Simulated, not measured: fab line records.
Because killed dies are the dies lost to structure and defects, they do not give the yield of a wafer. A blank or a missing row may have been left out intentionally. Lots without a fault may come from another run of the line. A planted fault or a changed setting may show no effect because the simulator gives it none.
fab line records | flow n5Finfet
record: lots: 4 wafers: 11 lastDay: 17
route steps=1938 shown WELL_APT@46 PMOS_HMC_CHANNEL_EPI@57 SD_EPI_N@284 BEOL_M4@1111
lots that met no fault: taken from a fault-free run of the same line
startH: hours from the record's first day to the start of the lot's first wafer shown | waitH: time in hours since the lot's previous step | " unchanged from the row above | L1.1+2: one row covering several wafers at once | - no value, or no start was given | * or withheld: withheld | < > ~ a bound
route shown NAME@n: a module of which the file shows steps, and the number in the route of the first | usual: average and standard deviation across the fault-free wafers | same: alike in all rows | chamber/n: place in a boat | sites: the reading at each site | _std_site: how widely they spread, as a standard deviation | _edge_site: outer sites' mean less inner sites' | radiusMm: how far each site lies from the wafer's centre | mask NAME#n: copy n | behind: the tool/chamber that last shaped the wafer | hold: why the lot was held/for how many hours/how that ended | device: names the non-switching transistor (n, p or np) | end of line: the tests these same wafers got at the end of their route | where a step has no rows: the recipe by itself | killed: dies lost to structure and defects at the first sort, not the wafer's yield | map: a wafer's dies, marking killed ones x, the rest . and places with no die _
set.NAME: the setting the step ran with; set.NAME@STEP: the setting that earlier step ran with | model.NAME: the simulator's own value behind a step, which no gauge read
lots at some steps of the route; a table a step, a row a wafer
services: a tool's chamber out of use, with start hour (startH, from the record's first day; less than 0 if before it), hours out, and reason
== steps ==
step: N5_WELL_APT_DESCUM_30
recipe: chemistry: O2 timeS: 7.9 sourcePowerW: 50 biasPowerW: 20 pressureMtorr: 20 rfFrequencyHz: 2.712e+07 tempC: 40 o2FlowSccm: 225
step: N5_WELL_APT_IMPLANT_31
recipe: species: B energyKev: 60 doseCm2: 1.5e+13 tiltDeg: 0 rotationDeg: 0
step: N5_WELL_APT_IMPLANT_32
recipe: species: BF2 energyKev: 50 doseCm2: 2e+13 tiltDeg: 0 rotationDeg: 0
step: N5_WELL_APT_STRIP_33
recipe: chemistry: SPM timeS: 900 tempC: 130 h2so4H2o2VolRatio: 4 dry: ipaMarangoni
step: N5_WELL_APT_RTA_34
recipe: tempC: 1000 timeS: 10 ambient: N2 idleTempC: 600 rampUpCPerS: 150 rampDownCPerS: 60 coolToC: 600
step: N5_WELL_APT_OXIDE_STRIP_42
recipe: chemistry: dHF dilution: 25:1 timeS: 45 tempC: 25 target: SiO2 targetDepthA: 120
step: N5_WELL_APT_PRECLEAN_36
recipe: chemistry: O3/DIW timeS: 45 tempC: 22 o3Ppm: 10
step: N5_WELL_APT_PRECLEAN_39
recipe: chemistry: dHF timeS: 60 dilution: 150:1 tempC: 25
step: N5_WELL_APT_SRD_37
recipe: dry: ipaMarangoni doPpb: 5 timeS: 30 tempC: 23 rinseLiquid: diw
step: N5_WELL_APT_EPI_41
recipe: material: Si targetThkA: 500 tempC: 650 precursor: SiH4/H2 pressureTorr: 20 timeS: 297.7
usual: throttleValvePct: 11.33/0.2
columns lot.wafer tool chamber startH waitH throttleValvePct model.Si_of_WELL_APT_EPI_41.thkNm
L131.1 epiRpcvd-01 0 16.72 0.0 11.72 49.8
L131.4 " 0 " " 11.63 49.4
L131.6 " 0 " " 11.55 49.91
L135.2 epiRpcvd-03 0 40.67 0.1 11.52 50.6
L135.4 " 0 " " 11.39 49.87
L135.5 " 0 " " 11.40 50.26
L149.1 epiRpcvd-03 0 124.30 0.1 11.31 49.37
L149.4 " 0 " " 11.43 54.99
L151.2 epiRpcvd-03 0 136.04 0.2 11.36 55.75
L151.3 " 0 " " 11.29 50.74
L151.5 " 0 " " 11.35 50.79
step: N5_PMOS_HMC_CHANNEL_EPI_HM_DEP_34
recipe: material: SiO2 targetThkA: 360 tempC: 400 precursor: TEOS/O2 pressureTorr: 6.5 rfW: 900 teosFlowSccm: 161.4 gas: O2 flowSccm: 2650 timeS: 6.9
step: N5_PMOS_HMC_CHANNEL_EPI_COAT_31
recipe: resist: BARC tempC: 205 timeS: 60 spinRpm: 1500 resistThkNm: 66
step: N5_PMOS_HMC_CHANNEL_EPI_COAT_03
recipe: resist: CAR-ArF-block spinRpm: 1500 resistThkNm: 205
step: N5_PMOS_HMC_CHANNEL_EPI_EBR_05
recipe: solvent: PGMEA ebrWidthMm: 1.5
step: N5_PMOS_HMC_CHANNEL_EPI_SOFTBAKE_04
recipe: tempC: 110 timeS: 60 resist: CAR-ArF-block
step: N5_PMOS_HMC_CHANNEL_EPI_EXPOSE_06
recipe: maskId: PMOS_HMC_BLK na: 1.35 sourceShape: conventional sigmaOuter: 0.8 polarization: unpolarized targetCdNm: 240 doseMj: 41
step: N5_PMOS_HMC_CHANNEL_EPI_PEB_07
recipe: pebTempC: 110 pebTimeS: 60 resist: CAR-ArF-block
step: N5_PMOS_HMC_CHANNEL_EPI_DEVELOP_08
recipe: developTimeS: 30 developer: TMAH resist: CAR-ArF-block devTempC: 23 rinseLiquid: diw dry: airSpin
step: N5_PMOS_HMC_CHANNEL_EPI_DESCUM_14
recipe: chemistry: O2 timeS: 7.9 sourcePowerW: 50 biasPowerW: 20 pressureMtorr: 20 rfFrequencyHz: 2.712e+07 tempC: 40 resist: CAR-ArF-block o2FlowSccm: 225
step: N5_PMOS_HMC_CHANNEL_EPI_ETCH_32
recipe: chemistry: N2/H2 target: BARC stopOn: SiO2 targetDepthA: 858 overEtchFrac: 0.3 timeS: 50.3 ionEnergyEv: 200 maskMaterial: CAR-ArF-block pressureMtorr: 30 sourceW: 840 biasW: 150 n2FlowSccm: 200 h2FlowSccm: 200
step: N5_PMOS_HMC_CHANNEL_EPI_HM_OPEN_15
recipe: chemistry: CHF3/O2 target: SiO2 maskMaterial: CAR-ArF-block targetDepthA: 406 CHF3_flow_sccm: 50 O2_flow_sccm: 5 Ar_flow_sccm: 200 timeS: 20.3 pressureMtorr: 30 sourceW: 650 biasW: 170 ionEnergyEv: 200
step: N5_PMOS_HMC_CHANNEL_EPI_STRIP_33
recipe: chemistry: N2/H2 powerW: 500 tempC: 40 pressureMtorr: 50 rfFrequencyHz: 6e+07 overashFraction: 0.3 biasPowerW: 8 h2Frac: 0.5 n2FlowSccm: 300 h2FlowSccm: 300
step: N5_PMOS_HMC_CHANNEL_EPI_STRIP_17
recipe: chemistry: SPM timeS: 750 tempC: 130 h2so4H2o2VolRatio: 4 dry: ipaMarangoni
step: N5_PMOS_HMC_CHANNEL_EPI_ETCH_38
recipe: chemistry: CF4 target: SiO2 targetDepthA: 15 ionEnergyEv: 350 pressureMtorr: 10 icpW: 800 biasW: 400 cf4FlowSccm: 80
step: N5_PMOS_HMC_CHANNEL_EPI_FIN_RECESS_16
recipe: chemistry: HBr/Cl2 target: Si maskMaterial: SiO2 targetDepthA: 540 timeS: 18 pressureMtorr: 10 icpW: 800 biasW: 75 HBr_flow_sccm: 150 Cl2_flow_sccm: 80
step: N5_PMOS_HMC_CHANNEL_EPI_PRECLEAN_36
recipe: chemistry: O3/DIW timeS: 45 tempC: 22 o3Ppm: 10
step: N5_PMOS_HMC_CHANNEL_EPI_PRECLEAN_18
recipe: chemistry: DHF timeS: 30 tempC: 25 dilution: withheld
step: N5_PMOS_HMC_CHANNEL_EPI_SRD_19
recipe: dry: ipaMarangoni doPpb: 5 timeS: 30 tempC: 23 rinseLiquid: diw
step: N5_PMOS_HMC_CHANNEL_EPI_EPI_20
recipe: material: SiGe30 maskMaterial: SiO2 pressureTorr: 20 targetThkA: 590 tempC: 600
step: N5_PMOS_HMC_CHANNEL_EPI_HM_STRIP_35
recipe: chemistry: dHF tempC: 25 material: SiO2 target: SiO2 targetDepthA: 396 timeS: 216
step: N5_PMOS_HMC_CHANNEL_EPI_SRD_39
recipe: dry: ipaMarangoni timeS: 30 tempC: 23 rinseLiquid: diw
step: N5_PMOS_HMC_CHANNEL_EPI_CMP_21
recipe: material: SiGe30 postCmpClean: alkalineBrush targetThkNm: 54
step: N5_PMOS_HMC_CHANNEL_EPI_PRECLEAN_40
recipe: chemistry: DHF timeS: 30 tempC: 25 dilution: withheld
step: N5_PMOS_HMC_CHANNEL_EPI_PRECLEAN_37
recipe: chemistry: O3/DIW timeS: 45 tempC: 22 o3Ppm: 10
step: N5_SD_EPI_N_STRIP_18
recipe: chemistry: SPM timeS: 750 tempC: 130 h2so4H2o2VolRatio: 4
columns lot.wafer tool chamber startH waitH model.Si_of_WELL_APT_EPI_41.thkNm
L131.1 wetBench-05 2 49.61 0.0 7.8
L131.4 " 7 " " 9
L131.6 " 3 " " 7.6
L135.2 wetBench-06 2 74.96 0.0 8.8
L135.4+5 " 1,3 " " 8.6
L149.1 wetBench-05 2 158.92 0.0 7.4
L149.4 " 1 " " 14
L151.2 wetBench-03 0 169.76 0.0 14
L151.3 " 2 " " 9.2
L151.5 " 7 " " 10
step: N5_BEOL_M4_RC_MEAS_101
usual: CJ_N: 4.39/0.12 DIBL_N: 36.8/2.2 DIBL_P: 37.0/2.8 IOFF_N: 0.18/0.043 IOFF_P: 0.23/0.05 ION_N: 680/14 ION_P: 466/9.1 RS_PWELL: 3011/24 SS_N: 71.7/0.74 SS_P: 73.5/0.79 VT_N: 248/4 VT_P: -249/4.1
columns lot.wafer tool chamber startH waitH CJ_N DIBL_N[mV/V] DIBL_P[mV/V] IOFF_N[nA/um] IOFF_P[nA/um] ION_N[uA/um] ION_P[uA/um] RS_PWELL[ohm/sq] SS_N[mV/dec] SS_P[mV/dec] VT_N[mV] VT_P[mV]
L131.1 prober-01 0 177.23 0.0 4.39 36.4 37.3 0.17 0.23 687 467 3039 71.4 74.1 246 -248
L131.4 " 0 " " 4.25 35.0 36.8 0.14 0.21 664 463 3034 70.8 74.5 249 -250
L131.6 " 0 " " 4.40 33.2 33.7 0.11 0.16 657 455 3049 71.3 73.3 255 -252
L135.2 prober-01 0 200.53 0.4 4.30 38.9 41.4 0.22 0.23 701 473 3024 72.8 74.2 244 -252
L135.4 " 0 " " 4.28 35.7 38.3 0.15 0.18 676 453 2997 71.7 73.8 252 -258
L135.5 " 0 " " 4.34 38.4 41.4 0.21 0.24 686 456 3025 72.4 74.6 247 -253
L149.1 prober-02 0 284.65 0.0 4.40 37.2 37.6 0.20 0.25 696 467 3027 71.5 73.6 247 -246
L149.4 " 0 " " 3.62 34.5 33.8 0.14 0.18 668 459 2886 70.7 72.0 249 -253
L151.2 prober-02 0 293.56 0.2 3.65 37.1 37.2 0.18 0.23 667 465 2912 72.4 73.4 247 -248
L151.3 " 0 " " 4.29 35.5 35.8 0.15 0.21 670 463 2963 71.8 73.2 251 -247
L151.5 " 0 " " 4.22 36.7 38.0 0.18 0.26 690 477 2967 71.7 74.0 244 -246
== services ==
columns tool chamber startH hours kind
epiRpcvd-03 - 2.43 6.0 pm
epiRpcvd-01 - 69.03 2.8 pm
epiRpcvd-01 - 116.78 14.6 pm
epiRpcvd-03 - 124.90 0.5 pm
wetBench-06 - 131.95 1.9 pm
wetBench-03 - 135.46 4.0 repair
== key ==
firstSign: step: N5_BEOL_M4_RC_MEAS_101 reading: CJ_N direction: down sigmas: 6.3 usual: 4.39 struck: 3.63
effect: step: N5_BEOL_M4_RC_MEAS_101 reading: RS_PWELL direction: down sigmas: 4.6 usual: 3011 struck: 2899
modelEffect: step: N5_WELL_APT_EPI_41 value: Si_of_WELL_APT_EPI_41.thkNm without: 50.26 struck: 55.37
modelEffect: step: N5_SD_EPI_N_STRIP_18 value: Si_of_WELL_APT_EPI_41.thkNm without: 8.9 struck: 14
metAt N5_WELL_APT_EPI_41
struckWafers L149.4,L151.2
onsetBetween 40.67 124.30
fault: kind: processParameterDrift tool: epiRpcvd-03 chamber: - onsetH: 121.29 steps: N5_WELL_APT_EPI_41 channel: targetThkA offset: * shape: step endH: 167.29 scope: struckWafersOnly actsIn: * stated: *
